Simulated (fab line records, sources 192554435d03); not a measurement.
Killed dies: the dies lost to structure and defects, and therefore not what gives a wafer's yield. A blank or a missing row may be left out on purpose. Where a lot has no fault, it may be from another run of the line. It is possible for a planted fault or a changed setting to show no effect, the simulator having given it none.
Chamber matching | flow n5-finfet | 4 sister chambers for N5_GATE_CUT_HM_OPEN_40 on rie-diel-06
The step chemistry C4F6/O2, target SiO2, target depth 139 nm, time 85.1 s. 7 wafers are shown with their chamber, then 7 later ones without.

EACH WAFER AND ITS CHAMBER
wafer  | chamber | showerhead-plenum-p-Torr (Torr) | rf-vpp-V (V)
L076.4 | 0       | 2.92                            | 673
L080.1 | 1       | 2.82                            | 628
L080.2 | 2       | 2.99                            | 648
L089.4 | 1       | 2.81                            | 629
L089.6 | 3       | 2.64                            | 632
L092.2 | 3       | 2.64                            | 630
L092.4 | 2       | 2.98                            | 647

WAFERS WITH NO CHAMBER GIVEN
wafer  | showerhead-plenum-p-Torr (Torr) | rf-vpp-V (V)
L092.5 | 2.98                            | 648
L096.2 | 2.90                            | 672
L096.4 | 2.64                            | 632
L096.6 | 2.98                            | 648
L097.2 | 2.90                            | 673
L097.3 | 2.98                            | 647
L097.4 | 2.64                            | 631

THE CHAMBER EACH PASSED THROUGH
wafer  | from the rows above | in truth
L092.5 | 2                   | 2
L096.2 | 0                   | 0
L096.4 | 3                   | 3
L096.6 | 2                   | 2
L097.2 | 0                   | 0
L097.3 | 2                   | 2
L097.4 | 3                   | 3
7 of 7 placed correctly. Not placeable from these rows: 0. Placed wrongly: 0.
How it was worked out, from the rows above alone: a wafer's distance from a chamber is the root of the sum, over the readings, of the square of ((its reading less the chamber's mean) divided by the reading's scatter). The wafer belongs to the nearest chamber; if the next one is less than 2 further off, it can't be placed. The mean given for a chamber averages the wafers shown for that chamber. The scatter: take each reading less its chamber's mean, square it, sum over the shown wafers, divide by the number of wafers less the number of chambers, and take the root.
